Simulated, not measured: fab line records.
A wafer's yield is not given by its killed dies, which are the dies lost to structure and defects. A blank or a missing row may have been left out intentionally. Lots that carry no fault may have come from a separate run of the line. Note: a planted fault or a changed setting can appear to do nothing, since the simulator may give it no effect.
fab line records + flow nand-harc + part 2 of 2: steps 5 to 6 of 6
record:
- lots: 24
- wafers: 72
- last-day: 33
route steps=1302 shown A_STAIRCASE@711
lots untouched by any fault: they come from a run of this same line in which no faults occurred
start-h: the number of hours between the record's first day and the start of the first shown wafer of the lot + wait-h: hours from the lot's prior step to this one + " identical to the entry in the row above + L1.1+2: one row covering several wafers at once + - either no value or no given start + * or withheld: withheld + < > ~ a bound
route shown NAME@n: names a module that has steps shown in the file, with the first one's number in the route + usual: mean/standard deviation of fault-free wafers + same: alike in all rows + chamber/n: place in a boat + sites: readings site by site + _std_site: how widely they spread, as a standard deviation + _edge_site: inner sites' mean taken away from outer sites' mean + radius-mm: for every site, how far away it sits from the centre of the wafer + mask NAME#n: copy n + behind: the most recent tool/chamber to have shaped the wafer + hold: the reason the lot was held/the length of the hold in hours/how it ended + device: the transistor (n, p or np) that didn't switch + end of line: the route-end tests of the same wafers + a step with no rows: only its recipe + killed: at the first sort, the dies lost to defects and structure; wafer yield is something else + map: a wafer's dies, x killed, . not, _ none there
set.NAME: the setting that was run; set.NAME@STEP: the one run at that earlier step + model.NAME: the simulator's own value behind a step, which no gauge read
route steps across a sampled set of lots; one table per step, one row per wafer
services: the hour from which a tool's chamber was out of use, counted from the record's first day as start-h (under 0 if before that day), plus the number of hours and why
== steps ==
step: NHARC_A_STAIRCASE_ETCH_271
recipe:
- cf4-flow-sccm: 100
- chf3-flow-sccm: 30
- ar-flow-sccm: 0
- rf-w: 500
- bias-w: 200
- chemistry: CF4/CHF3
usual:
- drypump-motor-current-A: 5.9/0.42
- oes-product-au: 0.951/0.024
- rf-vpp-V: 370.4/2.2
- showerhead-plenum-p-Torr: 1.57/0.061
- throttle-valve-pct: 16.801/0.0087
| lot.wafer | tool        | chamber | start-h | wait-h | drypump-motor-current-A | oes-product-au | rf-hours-counter-h | rf-vpp-V | showerhead-plenum-p-Torr | throttle-valve-pct |
|-----------|-------------|---------|---------|--------|-------------------------|----------------|--------------------|----------|--------------------------|--------------------|
| L074.2    | rie-diel-10 | 0       | 373.91  | 0.1    | 6.3                     | 0.993          | 41                 | 370.7    | 1.56                     | 16.782             |
| L074.3    | "           | 2       | "       | "      | 5.5                     | 0.976          | 39                 | 368.4    | 1.47                     | 16.797             |
| L074.5    | "           | 3       | "       | "      | 6.2                     | 0.982          | -                  | 371.8    | 1.60                     | 16.790             |
| L075.3    | rie-diel-07 | 0       | 375.53  | 0.1    | 5.1                     | 0.922          | 14                 | 370.1    | 1.54                     | 16.798             |
| L075.2    | "           | 1       | "       | "      | 6.3                     | 0.917          | 23                 | 371.7    | 1.58                     | 16.798             |
| L075.5    | "           | 0       | "       | "      | 5.1                     | 0.924          | -                  | 370.5    | 1.54                     | 16.805             |
| L076.3    | rie-diel-10 | 2       | 377.96  | 0.1    | 5.5                     | 0.968          | 41                 | 367.8    | 1.47                     | 16.788             |
| L076.6    | "           | 0       | "       | "      | 6.3                     | 0.975          | -                  | 370.2    | 1.56                     | 16.790             |
| L076.5    | "           | 1       | "       | "      | 6.1                     | 0.953          | -                  | 369.3    | 1.54                     | 16.808             |
| L077.4    | rie-diel-07 | 2       | 411.73  | 0.1    | 5.7                     | 0.921          | 31                 | 368.0    | 1.48                     | 16.799             |
| L077.2    | "           | 1       | "       | "      | 6.3                     | 0.914          | 30                 | 369.4    | 1.58                     | 16.804             |
| L077.6    | "           | 2       | "       | "      | 5.7                     | 0.915          | -                  | 367.1    | 1.48                     | 16.786             |
| L078.4    | rie-diel-11 | 1       | 413.39  | 0.1    | 6.4                     | 0.929          | 51                 | 371.7    | 1.60                     | 16.812             |
| L078.3    | "           | 2       | "       | "      | 5.6                     | 0.930          | 47                 | 367.8    | 1.51                     | 16.781             |
| L078.5    | "           | 0       | "       | "      | 5.3                     | 0.927          | -                  | 375.2    | 1.67                     | 16.805             |
| L079.2    | rie-diel-07 | 2       | 415.22  | 0.1    | 5.8                     | 0.967          | 33                 | 368.0    | 1.48                     | 16.812             |
| L079.6    | "           | 2       | "       | "      | 5.8                     | 0.966          | -                  | 366.1    | 1.48                     | 16.814             |
| L079.5    | "           | 3       | "       | "      | 6.0                     | 0.982          | -                  | 370.5    | 1.55                     | 16.788             |
| L080.4    | rie-diel-11 | 2       | 433.28  | 0.1    | 5.5                     | 0.945          | 57                 | 367.3    | 1.51                     | 16.813             |
| L080.3    | "           | 1       | "       | "      | 6.4                     | 0.957          | 59                 | 370.8    | 1.60                     | 16.806             |
| L080.6    | "           | 3       | "       | "      | 6.3                     | 0.993          | -                  | 372.1    | 1.61                     | 16.802             |
| L082.4    | rie-diel-07 | 3       | 449.30  | 0.1    | 6.0                     | 0.963          | 48                 | 371.1    | 1.54                     | 16.810             |
| L082.2    | "           | 0       | "       | "      | 5.1                     | 0.943          | 34                 | 368.2    | 1.54                     | 16.816             |
| L082.5    | "           | 1       | "       | "      | 6.3                     | 0.954          | -                  | 370.4    | 1.58                     | 16.793             |
| L081.4    | rie-diel-11 | 0       | 449.86  | 0.1    | 5.3                     | 0.979          | 1                  | 372.7    | 1.67                     | 16.800             |
| L081.2    | "           | 3       | "       | "      | 6.3                     | 0.967          | 1                  | 374.1    | 1.61                     | 16.812             |
| L081.6    | "           | 1       | "       | "      | 6.4                     | 0.990          | -                  | 371.9    | 1.60                     | 16.792             |
| L084.4    | rie-diel-11 | 2       | 461.84  | 0.1    | 5.6                     | 0.935          | 5                  | 367.7    | 1.51                     | 16.789             |
| L084.3    | "           | 3       | "       | "      | 6.3                     | 0.946          | 5                  | 372.9    | 1.61                     | 16.815             |
| L084.6    | "           | 1       | "       | "      | 6.4                     | 0.950          | -                  | 371.3    | 1.60                     | 16.801             |
| L083.2    | rie-diel-10 | 3       | 462.45  | 0.1    | 6.1                     | 0.922          | 8                  | 371.1    | 1.59                     | 16.795             |
| L083.3    | "           | 0       | "       | "      | 6.3                     | 0.942          | 7                  | 369.2    | 1.55                     | 16.800             |
| L083.4    | "           | 2       | "       | "      | 5.5                     | 0.939          | 7                  | 373.0    | 1.70                     | 16.802             |
| L085.2    | rie-diel-10 | 2       | 478.24  | 0.1    | 5.5                     | 0.968          | 15                 | 375.1    | 1.70                     | 16.812             |
| L085.3    | "           | 3       | "       | "      | 6.1                     | 0.946          | 13                 | 370.8    | 1.59                     | 16.789             |
| L085.5    | "           | 1       | "       | "      | 6.1                     | 0.937          | -                  | 369.6    | 1.53                     | 16.810             |
| L086.4    | rie-diel-07 | 3       | 483.68  | 0.1    | 6.0                     | 0.983          | 0                  | 368.7    | 1.54                     | 16.799             |
| L086.6    | "           | 2       | "       | "      | 5.7                     | 0.986          | -                  | 367.7    | 1.47                     | 16.798             |
| L086.5    | "           | 3       | "       | "      | 6.0                     | 0.994          | -                  | 367.8    | 1.54                     | 16.792             |
| L088.3    | rie-diel-11 | 3       | 507.88  | 0.1    | 6.3                     | 0.968          | 18                 | 371.9    | 1.61                     | 16.794             |
| L088.2    | "           | 1       | "       | "      | 6.4                     | 0.992          | 18                 | 372.1    | 1.60                     | 16.793             |
| L088.6    | "           | 2       | "       | "      | 5.6                     | 0.982          | -                  | 368.7    | 1.50                     | 16.812             |
| L087.3    | rie-diel-07 | 2       | 508.26  | 0.1    | 5.8                     | 0.928          | 6                  | 367.3    | 1.47                     | 16.807             |
| L087.4    | "           | 3       | "       | "      | 6.0                     | 0.913          | 5                  | 368.3    | 1.54                     | 16.808             |
| L087.6    | "           | 0       | "       | "      | 5.1                     | 0.923          | -                  | 370.4    | 1.54                     | 16.808             |
| L089.2    | rie-diel-10 | 3       | 516.72  | 0.2    | 6.2                     | 0.944          | 24                 | 371.5    | 1.59                     | 16.800             |
| L089.4    | "           | 0       | "       | "      | 6.3                     | 0.959          | 25                 | 368.7    | 1.55                     | 16.801             |
| L089.3    | "           | 1       | "       | "      | 6.1                     | 0.937          | 29                 | 368.9    | 1.53                     | 16.806             |
| L090.4    | rie-diel-11 | 3       | 534.57  | 0.1    | 6.3                     | 0.966          | 26                 | 371.9    | 1.61                     | 16.805             |
| L090.6    | "           | 2       | "       | "      | 5.5                     | 0.957          | -                  | 368.1    | 1.50                     | 16.816             |
| L090.5    | "           | 3       | "       | "      | 6.3                     | 0.961          | -                  | 371.4    | 1.61                     | 16.797             |
| L091.4    | rie-diel-11 | 0       | 545.11  | 0.1    | 5.3                     | 0.923          | 34                 | 374.1    | 1.66                     | 16.802             |
| L091.3    | "           | 1       | "       | "      | 6.4                     | 0.932          | 34                 | 371.9    | 1.59                     | 16.802             |
| L091.5    | "           | 3       | "       | "      | 6.3                     | 0.926          | -                  | 371.1    | 1.61                     | 16.794             |
| L092.3    | rie-diel-11 | 2       | 550.53  | 0.1    | 5.5                     | 0.969          | 33                 | 367.8    | 1.50                     | 16.796             |
| L092.4    | "           | 3       | "       | "      | 6.3                     | 0.975          | 34                 | 371.4    | 1.61                     | 16.806             |
| L092.5    | "           | 0       | "       | "      | 5.3                     | 0.977          | -                  | 371.6    | 1.66                     | 16.808             |
| L093.1    | rie-diel-10 | 3       | 552.46  | 0.1    | 6.1                     | 0.968          | 39                 | 369.8    | 1.58                     | 16.813             |
| L093.6    | "           | 2       | "       | "      | 5.5                     | 0.992          | -                  | 375.4    | 1.69                     | 16.790             |
| L093.5    | "           | 3       | "       | "      | 6.1                     | 0.981          | -                  | 369.8    | 1.58                     | 16.813             |
| L094.1    | rie-diel-10 | 3       | 561.33  | 0.1    | 6.1                     | 0.932          | 40                 | 369.8    | 1.58                     | 16.789             |
| L094.3    | "           | 0       | "       | "      | 6.3                     | 0.920          | 42                 | 369.0    | 1.54                     | 16.799             |
| L094.6    | "           | 2       | "       | "      | 5.5                     | 0.927          | -                  | 374.0    | 1.69                     | 16.788             |
| L095.4    | rie-diel-07 | 0       | 577.63  | 0.1    | 5.1                     | 0.973          | 32                 | 369.9    | 1.53                     | 16.796             |
| L095.1    | "           | 1       | "       | "      | 6.2                     | 0.959          | 27                 | 370.5    | 1.57                     | 16.794             |
| L095.5    | "           | 3       | "       | "      | 6.0                     | 0.951          | -                  | 369.5    | 1.54                     | 16.786             |
| L096.4    | rie-diel-07 | 3       | 586.56  | 0.1    | 6.0                     | 0.919          | 31                 | 369.9    | 1.54                     | 16.804             |
| L096.2    | "           | 1       | "       | "      | 6.3                     | 0.924          | 29                 | 370.1    | 1.57                     | 16.790             |
| L096.5    | "           | 2       | "       | "      | 5.7                     | 0.931          | -                  | 365.9    | 1.46                     | 16.795             |
| L097.3    | rie-diel-11 | 1       | 591.83  | 0.1    | 6.4                     | 0.933          | 46                 | 370.4    | 1.59                     | 16.809             |
| L097.1    | "           | 0       | "       | "      | 5.3                     | 0.931          | 47                 | 374.5    | 1.66                     | 16.800             |
| L097.5    | "           | 1       | "       | "      | 6.4                     | 0.939          | -                  | 370.8    | 1.59                     | 16.791             |
step: NHARC_A_STAIRCASE_HM_OPEN_457
recipe:
- o2-flow-sccm: 400
- cos-flow-sccm: 20
- ar-flow-sccm: 0
- rf-w: 500
- bias-w: 300
- chemistry: O2/COS
usual:
- drypump-motor-current-A: 5.9/0.42
- oes-product-au: 1.002/0.011
- rf-vpp-V: 466.9/2.7
- showerhead-plenum-p-Torr: 3.11/0.12
- throttle-valve-pct: 28.330/0.0096
| lot.wafer | tool        | chamber | start-h | wait-h | drypump-motor-current-A | oes-product-au | rf-hours-counter-h | rf-vpp-V | showerhead-plenum-p-Torr | throttle-valve-pct |
|-----------|-------------|---------|---------|--------|-------------------------|----------------|--------------------|----------|--------------------------|--------------------|
| L074.3    | rie-diel-10 | 3       | -       | -      | 6.1                     | 1.011          | 43                 | 468.5    | 3.17                     | 28.325             |
| L074.2    | "           | 0       | "       | "      | 6.3                     | 1.006          | 41                 | 468.8    | 3.09                     | 28.334             |
| L074.5    | "           | 3       | "       | "      | 6.1                     | 0.995          | -                  | 467.6    | 3.17                     | 28.349             |
| L075.2    | rie-diel-07 | 0       | -       | -      | 5.1                     | 1.001          | 14                 | 465.7    | 3.06                     | 28.328             |
| L075.3    | "           | 3       | "       | "      | 6.1                     | 0.990          | 23                 | 466.5    | 3.08                     | 28.339             |
| L075.5    | "           | 1       | "       | "      | 6.3                     | 0.981          | -                  | 468.4    | 3.14                     | 28.331             |
| L076.3    | rie-diel-10 | 0       | -       | -      | 6.3                     | 1.006          | 42                 | 466.4    | 3.09                     | 28.314             |
| L076.5    | "           | 3       | "       | "      | 6.1                     | 0.998          | -                  | 468.1    | 3.17                     | 28.333             |
| L076.6    | "           | 0       | "       | "      | 6.3                     | 0.996          | -                  | 467.6    | 3.09                     | 28.321             |
| L077.2    | rie-diel-07 | 3       | -       | -      | 6.0                     | 1.007          | 29                 | 465.9    | 3.07                     | 28.324             |
| L077.4    | "           | 0       | "       | "      | 5.1                     | 0.997          | 20                 | 466.3    | 3.06                     | 28.323             |
| L077.6    | "           | 3       | "       | "      | 6.0                     | 1.002          | -                  | 463.0    | 3.07                     | 28.319             |
| L078.3    | rie-diel-11 | 3       | -       | -      | 6.3                     | 1.008          | 52                 | 468.1    | 3.21                     | 28.326             |
| L078.4    | "           | 0       | "       | "      | 5.3                     | 0.999          | 52                 | 471.3    | 3.31                     | 28.340             |
| L078.5    | "           | 2       | "       | "      | 5.6                     | 1.006          | -                  | 464.6    | 3.00                     | 28.333             |
| L079.2    | rie-diel-07 | 3       | -       | -      | 6.1                     | 1.020          | 30                 | 466.8    | 3.07                     | 28.320             |
| L079.5    | "           | 1       | "       | "      | 6.3                     | 1.002          | -                  | 465.5    | 3.13                     | 28.328             |
| L079.6    | "           | 2       | "       | "      | 5.7                     | 0.995          | -                  | 463.3    | 2.93                     | 28.328             |
| L080.3    | rie-diel-11 | 0       | -       | -      | 5.3                     | 0.999          | 58                 | 471.2    | 3.31                     | 28.333             |
| L080.4    | "           | 3       | "       | "      | 6.3                     | 1.011          | 60                 | 468.5    | 3.20                     | 28.320             |
| L080.6    | "           | 1       | "       | "      | 6.4                     | 1.001          | -                  | 469.2    | 3.18                     | 28.331             |
| L082.2    | rie-diel-07 | 2       | -       | -      | 5.8                     | 0.988          | 50                 | 464.5    | 2.92                     | 28.309             |
| L082.4    | "           | 3       | "       | "      | 6.0                     | 1.004          | 48                 | 464.6    | 3.06                     | 28.324             |
| L082.5    | "           | 2       | "       | "      | 5.7                     | 0.996          | -                  | 464.3    | 2.92                     | 28.333             |
| L081.4    | rie-diel-11 | 2       | -       | -      | 5.6                     | 1.003          | 1                  | 464.0    | 2.99                     | 28.318             |
| L081.2    | "           | 0       | "       | "      | 5.3                     | 1.008          | 1                  | 470.4    | 3.31                     | 28.328             |
| L081.6    | "           | 2       | "       | "      | 5.6                     | 1.007          | -                  | 464.6    | 2.99                     | 28.329             |
| L084.3    | rie-diel-11 | 3       | -       | -      | 6.3                     | 0.997          | 5                  | 469.8    | 3.20                     | 28.347             |
| L084.4    | "           | 1       | "       | "      | 6.4                     | 1.004          | 5                  | 467.1    | 3.17                     | 28.315             |
| L084.6    | "           | 2       | "       | "      | 5.6                     | 0.996          | -                  | 464.5    | 2.99                     | 28.318             |
| L083.4    | rie-diel-10 | 3       | -       | -      | 6.2                     | 0.996          | 8                  | 467.9    | 3.15                     | 28.342             |
| L083.2    | "           | 0       | "       | "      | 6.3                     | 1.014          | 8                  | 466.3    | 3.08                     | 28.320             |
| L083.3    | "           | 1       | "       | "      | 6.1                     | 0.984          | 8                  | 465.6    | 3.04                     | 28.334             |
| L085.2    | rie-diel-10 | 0       | -       | -      | 6.3                     | 1.015          | 14                 | 465.1    | 3.08                     | 28.327             |
| L085.3    | "           | 3       | "       | "      | 6.2                     | 1.001          | 13                 | 467.1    | 3.15                     | 28.317             |
| L085.5    | "           | 1       | "       | "      | 6.1                     | 0.993          | -                  | 465.5    | 3.03                     | 28.326             |
| L086.4    | rie-diel-07 | 3       | -       | -      | 6.0                     | 1.000          | 0                  | 464.9    | 3.06                     | 28.326             |
| L086.6    | "           | 3       | "       | "      | 6.0                     | 0.992          | -                  | 465.9    | 3.06                     | 28.316             |
| L086.5    | "           | 0       | "       | "      | 5.1                     | 1.007          | -                  | 465.5    | 3.05                     | 28.347             |
| L088.2    | rie-diel-11 | 0       | -       | -      | 5.3                     | 1.002          | 17                 | 471.8    | 3.30                     | 28.319             |
| L088.3    | "           | 1       | "       | "      | 6.4                     | 1.011          | 18                 | 467.9    | 3.17                     | 28.326             |
| L088.6    | "           | 2       | "       | "      | 5.6                     | 1.002          | -                  | 463.9    | 2.98                     | 28.326             |
| L087.4    | rie-diel-07 | 3       | -       | -      | 6.1                     | 0.994          | 5                  | 464.5    | 3.06                     | 28.349             |
| L087.3    | "           | 2       | "       | "      | 5.8                     | 1.008          | 6                  | 462.7    | 2.92                     | 28.334             |
| L087.6    | "           | 3       | "       | "      | 6.0                     | 0.992          | -                  | 465.3    | 3.06                     | 28.342             |
| L089.3    | rie-diel-10 | 2       | -       | -      | 5.5                     | 1.012          | 26                 | 471.1    | 3.36                     | 28.330             |
| L089.2    | "           | 3       | "       | "      | 6.2                     | 1.018          | 24                 | 468.3    | 3.15                     | 28.331             |
| L089.4    | "           | 1       | "       | "      | 6.1                     | 0.995          | 30                 | 465.5    | 3.03                     | 28.325             |
| L090.4    | rie-diel-11 | 2       | -       | -      | 5.5                     | 0.996          | 27                 | 464.4    | 2.98                     | 28.339             |
| L090.6    | "           | 0       | "       | "      | 5.3                     | 1.020          | -                  | 470.4    | 3.29                     | 28.342             |
| L090.5    | "           | 1       | "       | "      | 6.4                     | 1.021          | -                  | 468.0    | 3.16                     | 28.337             |
| L091.3    | rie-diel-11 | 3       | -       | -      | 6.3                     | 1.013          | 32                 | 468.4    | 3.19                     | 28.313             |
| L091.4    | "           | 0       | "       | "      | 5.3                     | 1.006          | 35                 | 471.4    | 3.29                     | 28.332             |
| L091.5    | "           | 1       | "       | "      | 6.4                     | 1.025          | -                  | 467.3    | 3.16                     | 28.332             |
| L092.4    | rie-diel-11 | 3       | -       | -      | 6.3                     | 1.002          | 34                 | 469.5    | 3.18                     | 28.313             |
| L092.3    | "           | 0       | "       | "      | 5.3                     | 1.020          | 37                 | 471.8    | 3.29                     | 28.320             |
| L092.5    | "           | 2       | "       | "      | 5.5                     | 1.006          | -                  | 464.4    | 2.98                     | 28.334             |
| L093.1    | rie-diel-10 | 3       | -       | -      | 6.2                     | 1.023          | 39                 | 467.8    | 3.14                     | 28.330             |
| L093.5    | "           | 2       | "       | "      | 5.5                     | 1.012          | -                  | 471.4    | 3.35                     | 28.351             |
| L093.6    | "           | 3       | "       | "      | 6.1                     | 1.019          | -                  | 467.1    | 3.14                     | 28.336             |
| L094.1    | rie-diel-10 | 1       | -       | -      | 6.1                     | 0.986          | 43                 | 465.0    | 3.02                     | 28.317             |
| L094.3    | "           | 0       | "       | "      | 6.3                     | 1.005          | 42                 | 465.0    | 3.06                     | 28.331             |
| L094.6    | "           | 1       | "       | "      | 6.1                     | 1.000          | -                  | 464.0    | 3.02                     | 28.350             |
| L095.1    | rie-diel-07 | 3       | -       | -      | 6.0                     | 0.995          | 29                 | 464.2    | 3.05                     | 28.337             |
| L095.4    | "           | 0       | "       | "      | 5.1                     | 0.995          | 32                 | 466.4    | 3.03                     | 28.329             |
| L095.5    | "           | 3       | "       | "      | 6.0                     | 1.000          | -                  | 465.8    | 3.05                     | 28.322             |
| L096.2    | rie-diel-07 | 2       | -       | -      | 5.8                     | 0.989          | 31                 | 461.7    | 2.90                     | 28.323             |
| L096.4    | "           | 0       | "       | "      | 5.1                     | 0.996          | 34                 | 464.7    | 3.03                     | 28.331             |
| L096.5    | "           | 3       | "       | "      | 6.0                     | 0.993          | -                  | 465.8    | 3.05                     | 28.343             |
| L097.1    | rie-diel-11 | 1       | -       | -      | 6.4                     | 1.020          | 46                 | 467.0    | 3.15                     | 28.326             |
| L097.3    | "           | 2       | "       | "      | 5.5                     | 1.003          | 43                 | 462.4    | 2.97                     | 28.344             |
| L097.5    | "           | 0       | "       | "      | 5.3                     | 1.002          | -                  | 470.0    | 3.28                     | 28.334             |
== services ==
| tool            | chamber | start-h | hours | kind   |
|-----------------|---------|---------|-------|--------|
| plasma-asher-01 | -       | 343.15  | 9.0   | pm     |
| rie-diel-07     | 2       | 347.87  | 6.1   | repair |
| rie-diel-11     | -       | 351.69  | 0.6   | repair |
| rie-diel-10     | 1       | 355.09  | 12.8  | repair |
| rie-diel-07     | 0       | 356.65  | -     | clean  |
| rie-diel-07     | 1       | 356.65  | -     | clean  |
| rie-diel-07     | 2       | 356.65  | -     | clean  |
| rie-diel-07     | 3       | 356.65  | -     | clean  |
| rie-diel-07     | 0       | 381.24  | -     | clean  |
| rie-diel-07     | 1       | 381.24  | -     | clean  |
| rie-diel-07     | 2       | 381.24  | -     | clean  |
| rie-diel-07     | 3       | 381.24  | -     | clean  |
| rie-diel-11     | 2       | 395.11  | 2.1   | repair |
| rie-diel-10     | -       | 425.53  | 9.0   | pm     |
| plasma-asher-02 | -       | 426.21  | 9.0   | pm     |
| rie-diel-11     | -       | 434.90  | 9.0   | pm     |
| rie-diel-10     | 2       | 450.87  | 4.9   | repair |
| rie-diel-07     | -       | 453.36  | 0.3   | repair |
| rie-diel-07     | 1       | 458.45  | 2.3   | repair |
| rie-diel-07     | 1       | 461.42  | 3.5   | repair |
| rie-diel-07     | -       | 473.11  | 9.0   | pm     |
| plasma-asher-01 | -       | 520.15  | 9.0   | pm     |
| rie-diel-10     | 2       | 582.99  | 5.5   | repair |
| plasma-asher-01 | -       | 590.30  | 2.9   | repair |
